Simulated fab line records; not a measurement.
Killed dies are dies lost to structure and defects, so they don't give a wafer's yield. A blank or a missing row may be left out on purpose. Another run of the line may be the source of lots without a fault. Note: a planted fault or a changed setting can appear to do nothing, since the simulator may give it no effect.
Split-lot experiment    flow n5Finfet    on a route of 1938 steps: 7 lots, 21 wafers read

== ABOUT THE SPLIT ==
At N5_BEOL_M14_COAT_22 (resist thk 300 nm), the setting spinRpm was moved away from the recipe's 2888 rpm on 4 of the 21 wafers read, by -5.9% to +10.6%. This setting was run at the recipe's value on the other wafers.

There is no step in the file separating the split from the reading.

== THE READING ==
coat_of_BEOL_M14_COAT_22.thkNm (the simulator's own value, which no gauge read), in nm, at N5_BEOL_M14_DESCUM_33 (chemistry O2, time 7.9 s). The file gives no usual value for it. Average 283.0 nm, standard deviation 1.1 nm, over the 17 wafers here run with the recipe.

wafer   tool, chamber at the split  spinRpm as run, rpm  against the recipe  coat_of_BEOL_M14_COAT_22.thkNm, nm  against lot-mates on the recipe
L079.4  lithoTrack-05, 0            2990                 +3.5%               279                                 -5.6
L079.5  lithoTrack-05, 0            2888                 recipe              284.2                               -
L079.6  lithoTrack-05, 0            2888                 recipe              285                                 -
L089.1  lithoTrack-04, 0            2888                 recipe              282.2                               -
L089.2  lithoTrack-04, 0            2888                 recipe              282                                 -
L089.3  lithoTrack-04, 0            2888                 recipe              281.2                               -
L090.1  lithoTrack-02, 0            2718                 -5.9%               293                                 +9.3
L090.2  lithoTrack-02, 0            2888                 recipe              283.4                               -
L090.3  lithoTrack-02, 0            2888                 recipe              284                                 -
L091.2  lithoTrack-02, 0            2888                 recipe              282.8                               -
L091.4  lithoTrack-02, 0            2888                 recipe              282.6                               -
L091.6  lithoTrack-02, 0            2888                 recipe              282.4                               -
L092.1  lithoTrack-02, 0            2888                 recipe              284                                 -
L092.2  lithoTrack-02, 0            2888                 recipe              284.4                               -
L092.4  lithoTrack-02, 0            2888                 recipe              284.2                               -
L093.3  lithoTrack-05, 0            2888                 recipe              282                                 -
L093.5  lithoTrack-05, 0            2804                 -2.9%               286.6                               +4.7
L093.6  lithoTrack-05, 0            2888                 recipe              281.8                               -
L095.2  lithoTrack-02, 0            2888                 recipe              282                                 -
L095.3  lithoTrack-02, 0            3195                 +10.6%              267.6                               -14.6
L095.4  lithoTrack-02, 0            2888                 recipe              282.4                               -

THE FIT
A straight line over all 21 wafers: coat_of_BEOL_M14_COAT_22.thkNm changes by -1.47 nm for each +1% of spinRpm; r = -0.97; the points scatter about the line by 1.1 nm.
The same after taking each lot's own level away (the mean of its wafers on the recipe; 21 wafers): -1.45 nm for each +1%; r = -1.00; scatter 0.39 nm.
That fit puts the effect of the largest move of spinRpm on the reading at 15 nm.
The span of the lots' own levels, 281.80 to 284.60 nm, comes to 2.6 times the standard deviation stated above.
The two slopes are in agreement: the lot-to-lot level therefore moves the slope only a little.
Check: -16.9 nm against its lot-mates is what the line predicts for one of the wafers moved furthest among these (+10.6%) when that wafer is left out of the fit. It came out at -14.6 nm against them.

== FURTHER SPLITS ON THESE WAFERS ==
Other splits were also applied to these wafers ahead of the reading. Each is held against what the fit with the lots' levels taken away leaves over:
other split on the same wafers  wafers away from the commonest value  r with coat_of_BEOL_M14_COAT_22.thkNm (lot level and that fit taken away)
N5_BEOL_M8_DESCUM_33 timeS      6                                     +0.20
N5_BEOL_M9_DESCUM_16 timeS      11                                    -0.06
N5_BEOL_M10_COAT_63 spinRpm     5                                     +0.30
N5_BEOL_M10_COAT_64 spinRpm     5                                     +0.23
N5_BEOL_M11_DEP_56 timeS        6                                     -0.40
N5_BEOL_M13_SPUTTER_43 timeS    8                                     +0.10

== THE WHOLE CHAIN: every reading that the file lists as answering this split, in the file's order ==
step                   what it does              reading                                                                          change (the file's fit)               r (the file's)
N5_BEOL_M14_COAT_22    resist thk 300 nm         coat_of_BEOL_M14_COAT_22.thkNm (the simulator's own value, which no gauge read)  -1.46 nm for each +1% of the setting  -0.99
N5_BEOL_M14_DESCUM_33  chemistry O2, time 7.9 s  coat_of_BEOL_M14_COAT_22.thkNm (the simulator's own value, which no gauge read)  -1.44 nm for each +1% of the setting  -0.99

== FILE'S OWN FIT ==
coat_of_BEOL_M14_COAT_22.thkNm changes by -1.44 nm for each +1% of spinRpm, r = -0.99.
